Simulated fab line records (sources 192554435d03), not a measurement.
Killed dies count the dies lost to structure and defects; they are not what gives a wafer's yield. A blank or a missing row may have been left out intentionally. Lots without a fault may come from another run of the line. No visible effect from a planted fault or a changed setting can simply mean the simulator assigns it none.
Chamber matching :: flow n5Finfet :: 3 sister chambers for N5_BEOL_M5_PRE_CLEAN_77 on cvdCo-01
The step time 15 s. 24 wafers are shown with their chamber, then 12 later ones without.

## WAFERS WITH THEIR CHAMBER
wafer: L076.2
chamber: 2
heaterPowerW (W): 89

wafer: L076.4
chamber: 0
heaterPowerW (W): 112

wafer: L076.5
chamber: 1
heaterPowerW (W): 123

wafer: L078.1
chamber: 0
heaterPowerW (W): 112

wafer: L078.4
chamber: 0
heaterPowerW (W): 115

wafer: L078.5
chamber: 1
heaterPowerW (W): 122

wafer: L079.1
chamber: 0
heaterPowerW (W): 114

wafer: L079.3
chamber: 2
heaterPowerW (W): 92

wafer: L079.5
chamber: 0
heaterPowerW (W): 110

wafer: L082.1
chamber: 1
heaterPowerW (W): 118

wafer: L082.3
chamber: 0
heaterPowerW (W): 110

wafer: L082.5
chamber: 0
heaterPowerW (W): 114

wafer: L083.2
chamber: 1
heaterPowerW (W): 119

wafer: L083.5
chamber: 2
heaterPowerW (W): 87

wafer: L083.6
chamber: 1
heaterPowerW (W): 124

wafer: L086.3
chamber: 0
heaterPowerW (W): 112

wafer: L086.4
chamber: 1
heaterPowerW (W): 119

wafer: L086.5
chamber: 2
heaterPowerW (W): 89

wafer: L087.1
chamber: 0
heaterPowerW (W): 113

wafer: L087.4
chamber: 1
heaterPowerW (W): 119

wafer: L087.5
chamber: 0
heaterPowerW (W): 113

wafer: L088.2
chamber: 1
heaterPowerW (W): 117

wafer: L088.3
chamber: 2
heaterPowerW (W): 91

wafer: L088.5
chamber: 2
heaterPowerW (W): 91

SIGNATURES (averages over the wafers above)
reading: heaterPowerW
chamber 0: 112.50
chamber 1: 120.12
chamber 2: 89.83
scatter within a chamber: 2.03
Rule: a wafer's distance from a chamber is the root of the sum, over the readings, of the square of ((its reading less the chamber's mean) divided by the reading's scatter). The wafer belongs to the nearest chamber; if the next one is less than 2 further off, it can't be placed. The scatter is the square root of a quotient: the sum, over the shown wafers, of each reading's squared deviation from its chamber's mean, divided by wafers minus chambers.

## WAFERS WITH NO CHAMBER GIVEN
wafer: L089.1
heaterPowerW (W): 111

wafer: L089.2
heaterPowerW (W): 118

wafer: L089.4
heaterPowerW (W): 118

wafer: L091.3
heaterPowerW (W): 111

wafer: L091.4
heaterPowerW (W): 90

wafer: L091.6
heaterPowerW (W): 112

wafer: L095.1
heaterPowerW (W): 115

wafer: L095.2
heaterPowerW (W): 119

wafer: L095.3
heaterPowerW (W): 91

wafer: L097.1
heaterPowerW (W): 92

wafer: L097.3
heaterPowerW (W): 122

wafer: L097.6
heaterPowerW (W): 115

## EACH ONE'S CHAMBER
wafer: L089.1
from the rows above: 0
in truth: 0

wafer: L089.2
from the rows above: can't be placed: 1 or 0
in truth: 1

wafer: L089.4
from the rows above: can't be placed: 1 or 0
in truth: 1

wafer: L091.3
from the rows above: 0
in truth: 0

wafer: L091.4
from the rows above: 2
in truth: 2

wafer: L091.6
from the rows above: 0
in truth: 0

wafer: L095.1
from the rows above: can't be placed: 0 or 1
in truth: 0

wafer: L095.2
from the rows above: 1
in truth: 1

wafer: L095.3
from the rows above: 2
in truth: 2

wafer: L097.1
from the rows above: 2
in truth: 2

wafer: L097.3
from the rows above: 1
in truth: 1

wafer: L097.6
from the rows above: can't be placed: 0 or 1
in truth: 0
Placed correctly: 8 of 12. These rows do not allow placing 4 (true chamber among the candidates in 4). Number placed wrongly: 0.
